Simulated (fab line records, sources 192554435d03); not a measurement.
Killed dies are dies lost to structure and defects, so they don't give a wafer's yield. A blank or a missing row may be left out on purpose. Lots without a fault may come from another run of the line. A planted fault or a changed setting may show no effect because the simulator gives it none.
Which tool did it? | flow n5_finfet | 11 lots, 33 wafers sampled, at 5 steps of a route of 1938

WHAT THE GAUGES READ, wafer by wafer
N5_BEOL_M14_THK_MEAS_01.
lot  | measured     | on            | M14_ILD_THK (nm)
L389 | day 10 13:52 | film_metro-01 | 1135 1121 1159
L390 | day 11 01:49 | film_metro-02 | 1098 1130 1118
L394 | day 12 04:00 | film_metro-02 | 1106 1140 1134
L396 | day 12 07:59 | film_metro-02 | 1113 1146 1133
L393 | day 12 15:59 | film_metro-02 | 1126 1112 1128
L397 | day 12 17:11 | film_metro-02 | 1109 1108 1144
L404 | day 14 23:41 | film_metro-01 | 1116 618 1146
L405 | day 15 06:44 | film_metro-01 | 626 598 1131
L408 | day 15 15:20 | film_metro-01 | 1110 1146 1139
L411 | day 16 19:04 | film_metro-02 | 1124 1114 1151
L412 | day 16 18:38 | film_metro-01 | 1132 1117 1143

WHICH TOOL RAN EACH LOT (tool, then ch and the chambers of the sampled wafers, then the start)
lot  | N5_BEOL_M13_STRIP_37                 | N5_BEOL_M13_PRE_CLEAN_42     | N5_BEOL_M13_DEP_53              | N5_BEOL_M14_ILD_DEP_00
L389 | plasma_asher-01 ch 0,1, day 10 08:55 | pvd_sputter-02, day 10 12:25 | pecvd-03 ch 1,2, day 10 13:32   | pecvd-04 ch 0,1, day 10 13:40
L390 | plasma_asher-01 ch 0,1, day 10 23:28 | pvd_sputter-01, day 11 00:17 | pecvd-02 ch 1,2, day 11 01:25   | pecvd-01 ch 0,1, day 11 01:33
L394 | plasma_asher-02 ch 0,1, day 12 01:23 | pvd_sputter-01, day 12 02:32 | pecvd-02 ch 0,1,2, day 12 03:41 | pecvd-01 ch 0,2, day 12 03:49
L396 | plasma_asher-01 ch 0,1, day 12 03:01 | pvd_sputter-03, day 12 06:28 | pecvd-04 ch 0,1,2, day 12 07:40 | pecvd-02 ch 1,2, day 12 07:47
L393 | plasma_asher-01 ch 0,1, day 12 09:33 | pvd_sputter-02, day 12 14:25 | pecvd-04 ch 0,1,2, day 12 15:40 | pecvd-02 ch 0,1,2, day 12 15:47
L397 | plasma_asher-02 ch 0,1, day 12 09:44 | pvd_sputter-03, day 12 15:44 | pecvd-04 ch 0,1,2, day 12 16:52 | pecvd-02 ch 0,1,2, day 12 16:59
L404 | plasma_asher-01 ch 0,1, day 14 18:26 | pvd_sputter-03, day 14 22:14 | pecvd-03 ch 0,2, day 14 23:22   | pecvd-04 ch 0,2, day 14 23:30
L405 | plasma_asher-01 ch 0,1, day 15 04:37 | pvd_sputter-02, day 15 05:14 | pecvd-04 ch 0,1,2, day 15 06:25 | pecvd-04 ch 0,2, day 15 06:32
L408 | plasma_asher-01 ch 0,1, day 15 09:24 | pvd_sputter-01, day 15 13:53 | pecvd-02 ch 0,1,2, day 15 15:01 | pecvd-02 ch 1,2, day 15 15:08
L411 | plasma_asher-02 ch 0,1, day 16 15:32 | pvd_sputter-02, day 16 16:26 | pecvd-02 ch 1,2, day 16 18:44   | pecvd-02 ch 0,1,2, day 16 18:52
L412 | plasma_asher-02 ch 0,1, day 16 15:36 | pvd_sputter-03, day 16 16:18 | pecvd-02 ch 0,1, day 16 18:19   | pecvd-02 ch 1,2, day 16 18:27
- N5_BEOL_M13_STRIP_37: strips in N2/H2.
- N5_BEOL_M13_PRE_CLEAN_42: time 30 s.
- N5_BEOL_M13_DEP_53: deposits SiCN from 3MS/NH3, target thk 50 nm, time 17.8 s.
- N5_BEOL_M14_ILD_DEP_00: deposits SiO2 from TEOS/O2, target thk 1119.3 nm, time 237.4 s.

WHAT THE TOOLS THEMSELVES READ (means of the sampled wafers that have a number; where no wafer has one, the mark that the record gives instead)
N5_BEOL_M13_STRIP_37.
lot  | tool            | drypump_motor_current_A (A) | heater_power_w (W) | oes_product_au (a.u.)
L389 | plasma_asher-01 | 5.32                        | 338                | 0.798
L390 | plasma_asher-01 | 5.31                        | 345                | 0.787
L394 | plasma_asher-02 | 5.38                        | 321                | 0.781
L396 | plasma_asher-01 | 5.46                        | 365                | 0.788
L393 | plasma_asher-01 | 5.44                        | 363                | 0.792
L397 | plasma_asher-02 | 5.39                        | 324                | 0.790
L404 | plasma_asher-01 | 5.45                        | 362                | 0.776
L405 | plasma_asher-01 | 5.32                        | 343                | 0.790
L408 | plasma_asher-01 | 5.31                        | 338                | 0.775
L411 | plasma_asher-02 | 5.44                        | 346                | 0.786
L412 | plasma_asher-02 | 5.37                        | 323                | 0.784

N5_BEOL_M13_PRE_CLEAN_42.
lot  | tool           | heater_power_w (W)
L389 | pvd_sputter-02 | 396
L390 | pvd_sputter-01 | 371
L394 | pvd_sputter-01 | 392
L396 | pvd_sputter-03 | 344
L393 | pvd_sputter-02 | 359
L397 | pvd_sputter-03 | 345
L404 | pvd_sputter-03 | 320
L405 | pvd_sputter-02 | 393
L408 | pvd_sputter-01 | 371
L411 | pvd_sputter-02 | 345
L412 | pvd_sputter-03 | 342

N5_BEOL_M13_DEP_53.
lot  | tool     | showerhead_plenum_p_Torr (Torr) | throttle_valve_pct (%)
L389 | pecvd-03 | 4.163                           | 17.5
L390 | pecvd-02 | 4.165                           | 17.9
L394 | pecvd-02 | 4.163                           | 18.6
L396 | pecvd-04 | 4.160                           | 17.9
L393 | pecvd-04 | 4.162                           | 17.9
L397 | pecvd-04 | 4.165                           | 18.0
L404 | pecvd-03 | 4.155                           | 18.1
L405 | pecvd-04 | 4.172                           | 18.0
L408 | pecvd-02 | 4.163                           | 18.6
L411 | pecvd-02 | 4.165                           | 18.1
L412 | pecvd-02 | 4.160                           | 18.8

N5_BEOL_M14_ILD_DEP_00.
lot  | tool     | heater_power_w (W) | run_length_s (s) | showerhead_plenum_p_Torr (Torr) | throttle_valve_pct (%)
L389 | pecvd-04 | 536                | 280.2            | 8.32                            | 19.8
L390 | pecvd-01 | 560                | 280.6            | 8.35                            | 18.2
L394 | pecvd-01 | 555                | 280.0            | 8.36                            | 17.2
L396 | pecvd-02 | 570                | 279.7            | 8.35                            | 18.7
L393 | pecvd-02 | 559                | 280.1            | 8.35                            | 19.0
L397 | pecvd-02 | 597                | 279.8            | 8.35                            | 19.1
L404 | pecvd-04 | 554                | 243.4            | 8.35                            | 17.9
L405 | pecvd-04 | 477                | 206.4            | 8.34                            | 17.8
L408 | pecvd-02 | 539                | 279.9            | 8.36                            | 18.5
L411 | pecvd-02 | 543                | 280.0            | 8.36                            | 19.1
L412 | pecvd-02 | 499                | 279.7            | 8.36                            | 18.7

THE ANSWER, worked out from the rows above alone
Rule: what is usual is taken from the lots themselves. Put in order of their means at a reading, lots are off if they are a third of the lots or fewer, leave a main group of 4 or more, and stand apart from it by a gap of 3 or more times the standard deviation of the main group's means; of several such gaps the widest counts. A main group whose means are all the same, to the digits that the tables above print for the reading, isn't used. A lot without any number at a reading at which 4 lots or more have one is off too. The other lots that the step has rows for count as sound. The gauges are gone through in route order, then the tools' own readings, and for those a lot's mean is taken as printed above. The first step at which some lot is off is used, and at that step the reading that is off furthest; a lot without a number counts as furthest.
Off: L404, L405, at N5_BEOL_M14_THK_MEAS_01 (M14_ILD_THK). The main group: mean 1127 nm, standard deviation 6.6.
A tool fits if, at a process step before that reading, it ran every lot that is off, and no sound lot after the first of them. The gauges at N5_BEOL_M14_THK_MEAS_01 aren't tried: what is off there is off at N5_BEOL_M14_ILD_DEP_00 too, on other tools, and a gauge's error can't cause that. One fits: pecvd-04 at N5_BEOL_M14_ILD_DEP_00. Its last sound lot is L389 (day 10 13:40), its first lot that is off L404 (day 14 23:30): a fault that began between those two fits.
The tool's own readings at N5_BEOL_M14_ILD_DEP_00 bear it out: on the lots that are off they differ by more than 5 times the standard deviation of the sound lots' means. run_length_s reads 224.9 s there against 280.0 s on the sound lots.

WHAT THE SIMULATOR HAD PUT IN
Process parameter drift: pecvd-04, from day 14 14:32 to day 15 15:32, at N5_BEOL_M14_ILD_DEP_00. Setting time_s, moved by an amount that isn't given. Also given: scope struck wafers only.
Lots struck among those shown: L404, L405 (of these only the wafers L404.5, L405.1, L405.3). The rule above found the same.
